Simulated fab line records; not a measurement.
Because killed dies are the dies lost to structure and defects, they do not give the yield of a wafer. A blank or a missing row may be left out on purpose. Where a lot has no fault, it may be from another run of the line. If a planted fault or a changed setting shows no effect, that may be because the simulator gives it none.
fab line records	flow n5-finfet
[record] lots = 7	wafers = 21
route steps=1938 shown BEOL_M1@761 BEOL_M3@931 BEOL_M4@1027 BEOL_M5@1161
start-h: hours from the record's first day to the start of the lot's first wafer shown	wait-h: hours from the lot's prior step to this one	" unchanged from the row above	L1.1+2: a row that stands for several wafers	- value missing, or start not given	* or withheld: withheld	< > ~ a bound
route shown NAME@n: NAME is a module with steps in the file, n the number in the route of the first one	usual: mean/standard deviation taken from wafers without a fault	same: alike in all rows	chamber/n: place in a boat	sites: each site's reading	_std_site: standard deviation across them	_edge_site: the outer-site mean with the inner-site mean subtracted	radius-mm: how far each site lies from the wafer's centre	mask NAME#n: copy n	behind: tool/chamber where the wafer was last shaped	hold: why the lot was held/for how many hours/how that ended	device: the transistor (n, p or np) that didn't switch	end of line: the same wafers' tests at the end of the route	where a step has no rows: the recipe by itself	killed: dies lost to structure and defects at the first sort, not the wafer's yield	map: the dies of a wafer, with x for killed, . for not killed, _ for no die there
set.NAME: the setting as run; set.NAME@STEP: as run at that earlier step	model.NAME: the simulator's own value behind a step, which no gauge read
one table per step and one row per wafer, for lots whose settings were changed on purpose
[[steps]]
[step N5_BEOL_M1_EXPOSE_08]
[recipe] mask-id = M1	na = 0.33	source-shape = dipole	sigma-inner = 0.369	sigma-outer = 0.767	polarization = unpolarized	dose-mj = 33
lot.wafer	tool	chamber	start-h	wait-h	mask	set.dose-mj
L075.1+3+5	euv-scanner-02	0	130.02	-	M1#0	33
L081.4+5+6	euv-scanner-02	0	164.86	-	M1#0	33
L082.1+5	euv-scanner-01	0	167.53	-	M1#0	35.46
L082.4	"	0	"	"	M1#0	33
L085.2	euv-scanner-01	0	186.83	-	M1#0	33
L085.4+6	"	0	"	"	M1#0	31.39
L086.4+5+6	euv-scanner-02	0	196.18	-	M1#0	33
L089.4+6	euv-scanner-02	0	209.04	-	M1#0	35.12
L089.5	"	0	"	"	M1#0	33
L097.1+2+3	euv-scanner-02	0	264.25	-	M1#0	33
[step N5_BEOL_M1_PEB_09]
[recipe] peb-temp-c = 100	peb-time-s = 60	resist = CAR-EUV
[step N5_BEOL_M1_DEVELOP_10]
[recipe] develop-time-s = 30	developer = TMAH	resist = CAR-EUV	rinse-liquid = surfactant-rinse	dry = air-spin	dev-temp-c = 23
[step N5_BEOL_M1_CD_MEAS_11]
[recipe] target-cd-nm = 17.05	landing-energy-ev = 500	detector = se-inlens	polarity = opening
[usual] cd-nm = 17.08/0.26
lot.wafer	tool	chamber	start-h	wait-h	set.dose-mj@BEOL_M1_EXPOSE_08	cd-nm
L075.1	cd-sem-01	0	130.15	-	33	16.97
L075.3	"	0	"	"	33	17.02
L075.5	"	0	"	"	33	17.22
L081.4	cd-sem-01	0	164.97	-	33	17.07
L081.5	"	0	"	"	33	17.36
L081.6	"	0	"	"	33	16.69
L082.1	cd-sem-01	0	167.66	-	35.46	18.68
L082.4	"	0	"	"	33	17.44
L082.5	"	0	"	"	35.46	18.73
L085.2	cd-sem-03	0	186.95	-	33	16.78
L085.4	"	0	"	"	31.39	15.53
L085.6	"	0	"	"	31.39	15.57
L086.4	cd-sem-02	0	196.29	-	33	16.95
L086.5	"	0	"	"	33	17.25
L086.6	"	0	"	"	33	17.17
L089.4	cd-sem-02	0	209.15	-	35.12	18.24
L089.5	"	0	"	"	33	17.47
L089.6	"	0	"	"	35.12	18.03
L097.1	cd-sem-03	0	264.38	-	33	17.18
L097.2	"	0	"	"	33	17.06
L097.3	"	0	"	"	33	16.93
[step N5_BEOL_M1_DESCUM_16]
[recipe] chemistry = O2	time-s = 7	source-power-w = 50	bias-power-w = 20	pressure-mtorr = 20	rf-frequency-hz = 2.712e+07	temp-c = 40	resist = CAR-EUV	o2-flow-sccm = 225
[step N5_BEOL_M1_ETCH_74]
[recipe] chemistry = N2/H2	target = underlayer	target-depth-a = 65	mask-material = CAR-EUV	time-s = 5.2	ion-energy-ev = 200	pressure-mtorr = 30	source-w = 840	bias-w = 150	n2-flow-sccm = 200	h2-flow-sccm = 200	ends = cleared
lot.wafer	tool	chamber	start-h	wait-h	set.dose-mj@BEOL_M1_EXPOSE_08	model.BEOL_M1.cd-offset-nm
L075.1+3	rie-diel-05	2,0	130.38	0.0	33	0
L075.5	"	2	"	"	33	-0.2
L081.4+5	rie-diel-03	3,0	165.20	0.0	33	0.2
L081.6	"	1	"	"	33	0
L082.1+5	rie-diel-05	1,0	167.82	0.0	35.46	1.6
L082.4	"	3	"	"	33	0
L085.2	rie-diel-05	2	187.85	0.0	33	-0.2
L085.4+6	"	1,3	"	"	31.39	-1.4
L086.4+6	rie-diel-06	2	196.46	0.0	33	-0.2
L086.5	"	1	"	"	33	0
L089.4+6	rie-diel-05	2,1	209.31	0.0	35.12	1.4
L089.5	"	3	"	"	33	0.2
L097.1+2+3	rie-diel-06	1,3,0	264.54	0.0	33	0
[step N5_BEOL_M1_ETCH_63]
[recipe] chemistry = CF4	target = SiARC	target-depth-a = 156	mask-material = CAR-EUV	time-s = 26	ion-energy-ev = 80	pressure-mtorr = 40	source-w = 545	bias-w = 36	Ar_flow_sccm = 100	cf4-flow-sccm = 100	ends = cleared
[step N5_BEOL_M1_ETCH_64]
[recipe] chemistry = N2/H2	target = SOC	target-depth-a = 750	overetch-a = 150	mask-material = SiARC	temp-c = 40	time-s = 112.5	ion-energy-ev = 200	pressure-mtorr = 30	source-w = 840	bias-w = 150	n2-flow-sccm = 200	h2-flow-sccm = 200
lot.wafer	tool	chamber	start-h	wait-h	set.dose-mj@BEOL_M1_EXPOSE_08	model.BEOL_M1.cd-offset-nm
L075.1	rie-diel-05	2	130.43	0.0	33	0.2
L075.3	"	0	"	"	33	-0.2
L075.5	"	2	"	"	33	0
L081.4+5	rie-diel-03	3,0	165.24	0.0	33	0
L081.6	"	1	"	"	33	0.4
L082.1	rie-diel-05	1	167.86	0.0	35.46	1.6
L082.4	"	3	"	"	33	-0.2
L082.5	"	0	"	"	35.46	1.2
L085.2	rie-diel-05	2	187.89	0.0	33	0
L085.4	"	1	"	"	31.39	-1.2
L085.6	"	3	"	"	31.39	-1.6
L086.4+6	rie-diel-06	2	196.51	0.0	33	-0.2
L086.5	"	1	"	"	33	0.2
L089.4	rie-diel-05	2	209.40	0.1	35.12	1.4
L089.5	"	3	"	"	33	0.2
L089.6	"	1	"	"	35.12	1.6
L097.1+2+3	rie-diel-06	1,3,0	264.58	0.0	33	0.2
[step N5_BEOL_M1_STRIP_65]
[recipe] chemistry = N2/H2	temp-c = 40	n2-flow-sccm = 200	h2-flow-sccm = 200	rf-frequency-hz = 6e+07
[step N5_BEOL_M1_STRIP_75]
[recipe] chemistry = N2/H2	temp-c = 40	n2-flow-sccm = 200	h2-flow-sccm = 200	rf-frequency-hz = 6e+07
[step N5_BEOL_M1_HM_OPEN_17]
[recipe] chemistry = Cl2/BCl3	target-depth-a = 200	overetch-a = 60	target = TiN	mask-material = SOC	ion-energy-ev = 150	pressure-mtorr = 10	icp-w = 1000	bias-w = 126	Cl2_flow_sccm = 53.25	bcl3-flow-sccm = 21.75	Ar_flow_sccm = 25
[step N5_BEOL_M1_STRIP_19]
[recipe] chemistry = O2	power-w = 400	temp-c = 40	pressure-mtorr = 30	rf-frequency-hz = 6e+07	bias-power-w = 0	overash-fraction = 0.2	o2-flow-sccm = 225
[step N5_BEOL_M1_CD_MEAS_18]
[recipe] pitch-nm = 36	target-cd-nm = 18
[usual] cd-nm = 18.1/0.35
lot.wafer	tool	chamber	start-h	wait-h	set.dose-mj@BEOL_M1_EXPOSE_08	cd-nm
L075.1	cd-sem-01	-	130.78	0.0	33	18.5
L075.3	"	-	"	"	33	18.2
L075.5	"	-	"	"	33	18.5
L081.4	cd-sem-02	-	165.81	0.0	33	17.8
L081.5	"	-	"	"	33	17.9
L081.6	"	-	"	"	33	18.2
L082.1	cd-sem-01	-	168.31	0.1	35.46	19.3
L082.4	"	-	"	"	33	17.6
L082.5	"	-	"	"	35.46	19.1
L085.2	cd-sem-03	-	188.26	0.1	33	18.0
L085.4	"	-	"	"	31.39	16.9
L085.6	"	-	"	"	31.39	16.7
L086.4	cd-sem-02	-	196.86	0.1	33	17.7
L086.5	"	-	"	"	33	18.2
L086.6	"	-	"	"	33	17.6
L089.4	cd-sem-03	-	209.83	0.0	35.12	19.3
L089.5	"	-	"	"	33	18.7
L089.6	"	-	"	"	35.12	19.8
L097.1	cd-sem-02	-	264.96	0.0	33	18.4
L097.2	"	-	"	"	33	18.0
L097.3	"	-	"	"	33	17.7
[step N5_BEOL_M1_COAT_67]
[recipe] resist = SOC	temp-c = 250	time-s = 60	spin-rpm = 1500	resist-thk-nm = 60
[step N5_BEOL_M1_COAT_68]
[recipe] resist = SiARC	temp-c = 220	time-s = 60	spin-rpm = 1500	resist-thk-nm = 12
[step N5_BEOL_M1_PRECLEAN_42]
[recipe] chemistry = residue-remover	time-s = 60	temp-c = 40
[step N5_BEOL_M1_SRD_43]
[recipe] time-s = 30	temp-c = 23	rinse-liquid = diw	dry = ipa-marangoni
[step N5_BEOL_M1_CD_MEAS_35]
[recipe] target-cd-nm = 18	target-cd-y-nm = 21	polarity = opening
[usual] cd-nm = 18.1/0.33
lot.wafer	tool	chamber	start-h	wait-h	set.dose-mj@BEOL_M1_EXPOSE_08	cd-nm
L075.1	cd-sem-03	-	132.93	0.0	33	18.4
L075.3	"	-	"	"	33	18.0
L075.5	"	-	"	"	33	18.2
L082.1	cd-sem-02	-	175.67	0.0	35.46	19.6
L082.4	"	-	"	"	33	17.8
L082.5	"	-	"	"	35.46	19.4
L081.4	cd-sem-03	-	176.31	0.0	33	17.9
L081.5	"	-	"	"	33	18.1
L081.6	"	-	"	"	33	18.3
L085.2	cd-sem-02	-	190.04	0.0	33	18.1
L085.4	"	-	"	"	31.39	17.3
L085.6	"	-	"	"	31.39	16.3
L086.4	cd-sem-02	-	202.18	0.0	33	17.7
L086.5	"	-	"	"	33	18.3
L086.6	"	-	"	"	33	17.5
L089.4	cd-sem-01	-	216.54	0.0	35.12	19.7
L089.5	"	-	"	"	33	18.0
L089.6	"	-	"	"	35.12	19.8
L097.1	cd-sem-02	-	267.55	0.0	33	18.2
L097.2	"	-	"	"	33	18.1
L097.3	"	-	"	"	33	18.3
[step N5_BEOL_M3_ILD_DEP_00]
[recipe] material = SiOC	target-thk-a = 790	temp-c = 350	precursor = DEMS/O2	pressure-torr = 5	rf-w = 500	time-s = 15.3
lot.wafer	tool	chamber	start-h	wait-h	set.time-s	model.SiOC_of_BEOL_M3_ILD_DEP_00.thk-nm
L075.1	pecvd-02	0	146.20	0.0	15.3	78.8
L075.3	"	1	"	"	15.3	79.4
L075.5	"	2	"	"	16.27	85
L082.1	pecvd-02	0	191.04	0.0	15.3	77.8
L082.4	"	0	"	"	15.3	78
L082.5	"	0	"	"	15.3	78.8
L081.4	pecvd-02	2	191.78	0.1	15.3	79.2
L081.5	"	2	"	"	15.3	80.6
L081.6	"	0	"	"	15.3	79
L085.2	pecvd-02	2	201.80	0.0	15.3	79.6
L085.4	"	1	"	"	13.49	70.4
L085.6	"	2	"	"	13.49	71.4
L086.4+5+6	pecvd-04	0,0,1	217.28	0.1	15.3	79.6
L089.4	pecvd-03	1	242.80	0.1	16.84	88.6
L089.5	"	0	"	"	15.3	80.8
L089.6	"	2	"	"	15.3	79.6
L097.1	pecvd-02	1	284.13	0.0	16.26	83.8
L097.2	"	2	"	"	15.3	78.4
L097.3	"	0	"	"	15.3	77.4
[step N5_BEOL_M3_THK_MEAS_01]
[recipe] reads = SiOC_of_BEOL_M3_ILD_DEP_00
[usual] M3_ILD_THK = 79.0/0.96
lot.wafer	tool	chamber	start-h	wait-h	set.time-s@BEOL_M3_ILD_DEP_00	M3_ILD_THK[nm]
L075.1	film-metro-02	-	146.27	0.0	15.3	78.7
L075.3	"	-	"	"	15.3	79.4
L075.5	"	-	"	"	16.27	85.0
L082.1	film-metro-02	-	191.13	0.1	15.3	77.9
L082.4	"	-	"	"	15.3	78.1
L082.5	"	-	"	"	15.3	78.9
L081.4	film-metro-02	-	191.85	0.1	15.3	79.3
L081.5	"	-	"	"	15.3	80.7
L081.6	"	-	"	"	15.3	79.0
L085.2	film-metro-01	-	201.87	0.1	15.3	79.6
L085.4	"	-	"	"	13.49	70.5
L085.6	"	-	"	"	13.49	71.4
L086.4	film-metro-01	-	217.35	0.1	15.3	79.7
L086.5	"	-	"	"	15.3	79.7
L086.6	"	-	"	"	15.3	79.6
L089.4	film-metro-01	-	242.86	0.0	16.84	88.6
L089.5	"	-	"	"	15.3	80.7
L089.6	"	-	"	"	15.3	79.5
L097.1	film-metro-01	-	284.19	0.0	16.26	83.7
L097.2	"	-	"	"	15.3	78.4
L097.3	"	-	"	"	15.3	77.5
[step N5_BEOL_M3_COAT_62]
[recipe] resist = SiARC	temp-c = 220	time-s = 60	spin-rpm = 1500	resist-thk-nm = 12
lot.wafer	tool	chamber	start-h	wait-h	set.spin-rpm	model.SiARC_of_BEOL_M3_COAT_62.thk-nm
L075.1+3+5	litho-track-04	0	-	-	1500	12
L082.1+4+5	litho-track-05	0	-	-	1603	11.6
L081.4+5+6	litho-track-01	0	-	-	1500	12
L085.2+4+6	litho-track-01	0	-	-	1500	12
L086.4+5	litho-track-05	0	-	-	1500	12
L086.6	"	0	"	"	1348	12.6
L089.4+5	litho-track-04	0	-	-	1343	12.6
L089.6	"	0	"	"	1500	12
L097.1+2	litho-track-05	0	-	-	1500	12
L097.3	"	0	"	"	1569	11.6
[step N5_BEOL_M3_COAT_73]
[recipe] resist = underlayer	temp-c = 205	time-s = 60	spin-rpm = 1500	resist-thk-nm = 5
[step N5_BEOL_M3_COAT_05]
[recipe] resist = CAR-EUV	spin-rpm = 1500	resist-thk-nm = 30
[step N5_BEOL_M3_DESCUM_16]
[recipe] chemistry = O2	time-s = 7	source-power-w = 50	bias-power-w = 20	pressure-mtorr = 20	rf-frequency-hz = 2.712e+07	temp-c = 40	resist = CAR-EUV	o2-flow-sccm = 225
[step N5_BEOL_M3_ETCH_74]
[recipe] chemistry = N2/H2	target = underlayer	target-depth-a = 65	mask-material = CAR-EUV	time-s = 5.2	ion-energy-ev = 200	pressure-mtorr = 30	source-w = 840	bias-w = 150	n2-flow-sccm = 200	h2-flow-sccm = 200	ends = cleared
[step N5_BEOL_M3_ETCH_63]
[recipe] chemistry = CF4	target = SiARC	target-depth-a = 156	mask-material = CAR-EUV	time-s = 26	ion-energy-ev = 80	pressure-mtorr = 40	source-w = 545	bias-w = 36	Ar_flow_sccm = 100	cf4-flow-sccm = 100	ends = cleared
lot.wafer	tool	chamber	start-h	wait-h	set.spin-rpm@BEOL_M3_COAT_62	model.etch.depth-nm
L075.1	rie-diel-06	1	147.12	0.0	1500	12.05
L075.3	"	3	"	"	1500	12.04
L075.5	"	1	"	"	1500	12.09
L082.1	rie-diel-03	0	194.36	0.0	1603	11.63
L082.4	"	2	"	"	1603	11.62
L082.5	"	3	"	"	1603	11.64
L081.4+5	rie-diel-03	0,1	194.88	0.0	1500	12.01
L081.6	"	0	"	"	1500	12.05
L085.2	rie-diel-05	2	203.28	0.0	1500	12.05
L085.4	"	1	"	"	1500	12.02
L085.6	"	3	"	"	1500	12
L086.4+5	rie-diel-03	1,2	218.00	0.0	1500	11.94
L086.6	"	1	"	"	1348	12.61
L089.4	rie-diel-06	3	243.98	0.0	1343	12.65
L089.5	"	1	"	"	1343	12.61
L089.6	"	2	"	"	1500	11.99
L097.1	rie-diel-06	2	285.33	0.0	1500	11.97
L097.2	"	3	"	"	1500	11.96
L097.3	"	1	"	"	1569	11.68
[step N5_BEOL_M4_COAT_73]
[recipe] resist = underlayer	temp-c = 205	time-s = 60	spin-rpm = 1500	resist-thk-nm = 5
lot.wafer	tool	chamber	start-h	wait-h	set.spin-rpm
L075.1+5	litho-track-04	0	-	-	1644
L075.3	"	0	"	"	1500
L082.1+5	litho-track-03	0	-	-	1500
L082.4	"	0	"	"	1431
L081.4+5+6	litho-track-04	0	-	-	1500
L085.2+4+6	litho-track-03	0	-	-	1500
L086.4+6	litho-track-02	0	-	-	1441
L086.5	"	0	"	"	1500
L089.4+6	litho-track-04	0	-	-	1597
L089.5	"	0	"	"	1500
L097.1	litho-track-04	0	-	-	1500
L097.2+3	"	0	"	"	1631
[step N5_BEOL_M4_COAT_05]
[recipe] resist = CAR-EUV	spin-rpm = 1500	resist-thk-nm = 30
[step N5_BEOL_M4_EBR_07]
[recipe] solvent = PGMEA	ebr-width-mm = 1.5
[step N5_BEOL_M4_DESCUM_16]
[recipe] chemistry = O2	time-s = 7	source-power-w = 50	bias-power-w = 20	pressure-mtorr = 20	rf-frequency-hz = 2.712e+07	temp-c = 40	resist = CAR-EUV	o2-flow-sccm = 225
[step N5_BEOL_M4_ETCH_74]
[recipe] chemistry = N2/H2	target = underlayer	target-depth-a = 65	mask-material = CAR-EUV	time-s = 5.2	ion-energy-ev = 200	pressure-mtorr = 30	source-w = 840	bias-w = 150	n2-flow-sccm = 200	h2-flow-sccm = 200	ends = cleared
lot.wafer	tool	chamber	start-h	wait-h	set.spin-rpm@BEOL_M4_COAT_73	model.etch.depth-nm
L075.1	rie-diel-01	1	159.83	0.0	1644	4.784
L075.3	"	3	"	"	1500	5.021
L075.5	"	2	"	"	1644	4.788
L082.1	rie-diel-04	2	206.56	0.0	1500	5.012
L082.4	"	1	"	"	1431	5.135
L082.5	"	2	"	"	1500	5.022
L081.4	rie-diel-01	0	208.15	0.0	1500	5.01
L081.5	"	2	"	"	1500	4.994
L081.6	"	1	"	"	1500	5.009
L085.2	rie-diel-02	2	221.94	0.0	1500	5.018
L085.4	"	3	"	"	1500	5.02
L085.6	"	1	"	"	1500	4.998
L086.4	rie-diel-04	1	237.05	0.0	1441	5.096
L086.5	"	0	"	"	1500	4.988
L086.6	"	3	"	"	1441	5.07
L089.4	rie-diel-01	1	252.71	0.0	1597	4.863
L089.5	"	0	"	"	1500	5
L089.6	"	1	"	"	1597	4.852
L097.1	rie-diel-04	0	301.61	0.0	1500	4.992
L097.2	"	1	"	"	1631	4.816
L097.3	"	3	"	"	1631	4.815
[step N5_BEOL_M5_ETCH_41]
[recipe] chemistry = CH3F/O2	target = SiCN	target-depth-a = 315	taper-deg = 2	time-s = 56.7	ion-energy-ev = 120	mask-material = TiN	pressure-mtorr = 30	source-w = 395	bias-w = 75	Ar_flow_sccm = 150	CH3F_flow_sccm = 30	O2_flow_sccm = 20
[usual] rf-vpp-V = 297.7/1.3
lot.wafer	tool	chamber	start-h	wait-h	set.source-w	rf-vpp-V
L075.1	rie-diel-05	3	-	-	395	298.4
L075.3	"	1	"	"	395	295.5
L075.5	"	0	"	"	395	298.0
L082.1	rie-diel-06	2	-	-	395	297.1
L082.4	"	1	"	"	395	299.1
L082.5	"	0	"	"	362.8	308.0
L081.4	rie-diel-06	1	-	-	395	297.6
L081.5	"	0	"	"	395	299.8
L081.6	"	1	"	"	395	298.6
L085.2	rie-diel-05	2	-	-	395	297.1
L085.4	"	0	"	"	395	297.0
L085.6	"	0	"	"	337.3	313.4
L086.4	rie-diel-05	1	-	-	395	298.0
L086.5	"	0	"	"	457.9	284.5
L086.6	"	3	"	"	395	295.7
L089.4	rie-diel-05	0	-	-	395	298.8
L089.5	"	3	"	"	395	297.5
L089.6	"	2	"	"	427.6	289.2
L097.1	rie-diel-03	2	-	-	395	295.9
L097.2	"	0	"	"	395	297.1
L097.3	"	3	"	"	395	298.4
[[key]]
[split] step = N5_BEOL_M1_EXPOSE_08	setting = dose-mj	stated = 33	by = wafer
[response] step = N5_BEOL_M1_CD_MEAS_11	reading = cd-nm	change = +0.164	per = 1%	r = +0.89
[response] step = N5_BEOL_M1_ETCH_74	reading = model.BEOL_M1.cd-offset-nm	change = +0.211	per = 1%	r = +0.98
[response] step = N5_BEOL_M1_ETCH_64	reading = model.BEOL_M1.cd-offset-nm	change = +0.225	per = 1%	r = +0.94
[response] step = N5_BEOL_M1_CD_MEAS_18	reading = cd-nm	change = +0.19	per = 1%	r = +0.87
[response] step = N5_BEOL_M1_CD_MEAS_35	reading = cd-nm	change = +0.25	per = 1%	r = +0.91
[split] step = N5_BEOL_M3_ILD_DEP_00	setting = time-s	stated = 15.3	by = wafer
[response] step = N5_BEOL_M3_ILD_DEP_00	reading = model.SiOC_of_BEOL_M3_ILD_DEP_00.thk-nm	change = +0.816	per = 1%	r = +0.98
[response] step = N5_BEOL_M3_THK_MEAS_01	reading = M3_ILD_THK	change = +0.815	per = 1%	r = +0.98
[split] step = N5_BEOL_M3_COAT_62	setting = spin-rpm	stated = 1500	by = wafer
[response] step = N5_BEOL_M3_COAT_62	reading = model.SiARC_of_BEOL_M3_COAT_62.thk-nm	change = -0.0608	per = 1%	r = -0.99
[response] step = N5_BEOL_M3_ETCH_63	reading = model.etch.depth-nm	change = -0.0638	per = 1%	r = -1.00
[split] step = N5_BEOL_M4_COAT_73	setting = spin-rpm	stated = 1500	by = wafer
[response] step = N5_BEOL_M4_ETCH_74	reading = model.etch.depth-nm	change = -0.0228	per = 1%	r = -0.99
[split] step = N5_BEOL_M5_ETCH_41	setting = source-w	stated = 395	by = wafer
[response] step = N5_BEOL_M5_ETCH_41	reading = rf-vpp-V	change = -0.979	per = 1%	r = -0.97
